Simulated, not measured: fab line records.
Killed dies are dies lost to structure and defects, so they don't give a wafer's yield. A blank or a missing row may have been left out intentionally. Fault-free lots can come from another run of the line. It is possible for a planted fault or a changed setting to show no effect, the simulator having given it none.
Matching of chambers || flow n5 finfet || N5_HKMG_FIN_CVD_62 on thermal cvd si-01 has 3 sister chambers
The step deposits a-Si from Si2H6, target thk 3 nm, time 20.8 s. 3 wafers are shown with their chamber, then 7 later ones without.

== WAFERS WITH THEIR CHAMBER ==
{"wafer": "L129.5", "chamber": 0, "heater power w (W)": 1408}
{"wafer": "L133.2", "chamber": 2, "heater power w (W)": 1279}
{"wafer": "L133.4", "chamber": 1, "heater power w (W)": 1234}

== WAFERS WITH NO CHAMBER GIVEN ==
{"wafer": "L133.6", "heater power w (W)": 1348}
{"wafer": "L135.1", "heater power w (W)": 1234}
{"wafer": "L135.2", "heater power w (W)": 1294}
{"wafer": "L135.5", "heater power w (W)": 1399}
{"wafer": "L139.1", "heater power w (W)": 1263}
{"wafer": "L139.4", "heater power w (W)": 1414}
{"wafer": "L139.6", "heater power w (W)": 1335}

== CHAMBER TAKEN BY EACH ==
{"wafer": "L133.6", "from the rows above": "can't be placed: 0 or 2 or 1", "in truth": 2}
{"wafer": "L135.1", "from the rows above": "can't be placed: 1 or 2", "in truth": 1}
{"wafer": "L135.2", "from the rows above": "can't be placed: 2 or 1", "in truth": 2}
{"wafer": "L135.5", "from the rows above": 0, "in truth": 0}
{"wafer": "L139.1", "from the rows above": "can't be placed: 2 or 1", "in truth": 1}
{"wafer": "L139.4", "from the rows above": 0, "in truth": 0}
{"wafer": "L139.6", "from the rows above": "can't be placed: 2 or 0 or 1", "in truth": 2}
Correct placement for 2 of the 7. From these rows, 5 cannot be placed; in 5 the true chamber is one of the candidates. Placed wrongly: 0.
How it was worked out, from the rows above alone: a wafer's distance from a chamber is the root of the sum, over the readings, of the square of ((its reading less the chamber's mean) divided by the reading's scatter). If the next closest chamber is less than 2 further off than the closest, the wafer can't be placed; otherwise it belongs to the closest. Each chamber's mean is taken over the wafers shown for it. The scatter: root of mean squared gap, hidden wafer to nearest shown wafer, with one shown wafer a chamber.
